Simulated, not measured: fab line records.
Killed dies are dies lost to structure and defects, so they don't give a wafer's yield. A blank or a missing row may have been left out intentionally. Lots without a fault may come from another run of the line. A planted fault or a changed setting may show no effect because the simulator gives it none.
Split-lot study + flow n5_finfet + route with 1938 steps; 7 lots, 21 wafers read

== THE SPLIT ==
At N5_BEOL_M9_COAT_60 (time 60 s, resist thk 30 nm), the setting spin_rpm was moved away from the recipe's 1500 rpm on 6 of the 21 wafers read, by -10.8% to +11.1%. This setting was run at the recipe's value on the other wafers.

== FROM THE SPLIT TO THE READING: what the file shows between them, 4 steps ==
- N5_BEOL_M9_COAT_05: resist thk 90 nm
- N5_BEOL_M9_EBR_07
- N5_BEOL_M9_DESCUM_16: chemistry O2, time 7.9 s
- N5_BEOL_M9_ETCH_61: etches SiARC in CF4, target depth 39 nm, time 65 s

== THE READING ==
SiARC_of_BEOL_M9_COAT_60.thk_nm (the simulator's own value, which no gauge read), in nm, at N5_BEOL_M9_ETCH_62 (etches SOC in N2/H2, target depth 110 nm, overetch 22 nm, time 165 s). The file gives no usual value for it. Across the 15 wafers here that went through the recipe, the average is 23.6 nm and the standard deviation 0.17 nm.

| wafer  | tool, chamber at the split | spin_rpm as run, rpm | against the recipe | SiARC_of_BEOL_M9_COAT_60.thk_nm, nm | against lot-mates on the recipe |
|--------|----------------------------|----------------------|--------------------|-------------------------------------|---------------------------------|
| L076.1 | litho_track-03, 0          | 1338                 | -10.8%             | 25.4                                | +1.8                            |
| L076.2 | litho_track-03, 0          | 1500                 | recipe             | 23.6                                | -                               |
| L076.4 | litho_track-03, 0          | 1338                 | -10.8%             | 25                                  | +1.4                            |
| L078.2 | litho_track-03, 0          | 1500                 | recipe             | 23.4                                | -                               |
| L078.3 | litho_track-03, 0          | 1500                 | recipe             | 23.8                                | -                               |
| L078.5 | litho_track-03, 0          | 1500                 | recipe             | 23.8                                | -                               |
| L086.1 | litho_track-03, 0          | 1500                 | recipe             | 23.8                                | -                               |
| L086.3 | litho_track-03, 0          | 1500                 | recipe             | 23.8                                | -                               |
| L086.6 | litho_track-03, 0          | 1500                 | recipe             | 23.6                                | -                               |
| L085.4 | litho_track-01, 0          | 1500                 | recipe             | 23.6                                | -                               |
| L085.5 | litho_track-01, 0          | 1393                 | -7.1%              | 24.4                                | +0.9                            |
| L085.6 | litho_track-01, 0          | 1500                 | recipe             | 23.4                                | -                               |
| L093.2 | litho_track-04, 0          | 1629                 | +8.6%              | 22.4                                | -1.4                            |
| L093.4 | litho_track-04, 0          | 1629                 | +8.6%              | 22.6                                | -1.2                            |
| L093.6 | litho_track-04, 0          | 1500                 | recipe             | 23.8                                | -                               |
| L092.1 | litho_track-01, 0          | 1500                 | recipe             | 23.4                                | -                               |
| L092.2 | litho_track-01, 0          | 1500                 | recipe             | 23.8                                | -                               |
| L092.5 | litho_track-01, 0          | 1666                 | +11.1%             | 22.2                                | -1.4                            |
| L096.2 | litho_track-03, 0          | 1500                 | recipe             | 23.8                                | -                               |
| L096.3 | litho_track-03, 0          | 1500                 | recipe             | 23.6                                | -                               |
| L096.4 | litho_track-03, 0          | 1500                 | recipe             | 23.4                                | -                               |

FIT RESULTS
A straight line over all 21 wafers: SiARC_of_BEOL_M9_COAT_60.thk_nm changes by -0.135 nm for each +1% of spin_rpm; r = -0.97; the points scatter about the line by 0.17 nm.
The same after taking each lot's own level away (the mean of its wafers on the recipe; 21 wafers): -0.142 nm for each +1%; r = -0.98; scatter 0.16 nm.
Per that fit: largest spin_rpm move, reading shift of 1.6 nm.
The lots' own levels span 23.50 to 23.80 nm, that is 1.8 times the standard deviation above.
Hence the lot-to-lot level has little effect on the slope; both slopes agree.
Check: for one of the wafers moved furthest among these (+11.1%), held out of the fit, the line's prediction against its lot-mates is -1.63 nm. It came out at -1.4 nm against them.

== THE WHOLE CHAIN: every reading that the file lists as answering this split, in the file's order ==
| step               | what it does                                                         | reading                                                                            | change (the file's fit)               | r (the file's) |
|--------------------|----------------------------------------------------------------------|------------------------------------------------------------------------------------|---------------------------------------|----------------|
| N5_BEOL_M9_COAT_60 | time 60 s, resist thk 30 nm                                          | SiARC_of_BEOL_M9_COAT_60.thk_nm (the simulator's own value, which no gauge read)   | -0.148 nm for each +1% of the setting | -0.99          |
| N5_BEOL_M9_ETCH_61 | etches SiARC in CF4, target depth 39 nm, time 65 s                   | etch.depth_nm (the simulator's own value, which no gauge read)                     | -0.146 nm for each +1% of the setting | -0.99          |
| N5_BEOL_M9_ETCH_61 | etches SiARC in CF4, target depth 39 nm, time 65 s                   | CAR-ArF_of_BEOL_M9_COAT_05.thk_nm (the simulator's own value, which no gauge read) | +0.143 nm for each +1% of the setting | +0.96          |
| N5_BEOL_M9_ETCH_62 | etches SOC in N2/H2, target depth 110 nm, overetch 22 nm, time 165 s | SiARC_of_BEOL_M9_COAT_60.thk_nm (the simulator's own value, which no gauge read)   | -0.138 nm for each +1% of the setting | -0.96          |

== THE FILE'S OWN FIT ==
SiARC_of_BEOL_M9_COAT_60.thk_nm changes by -0.138 nm for each +1% of spin_rpm, r = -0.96.
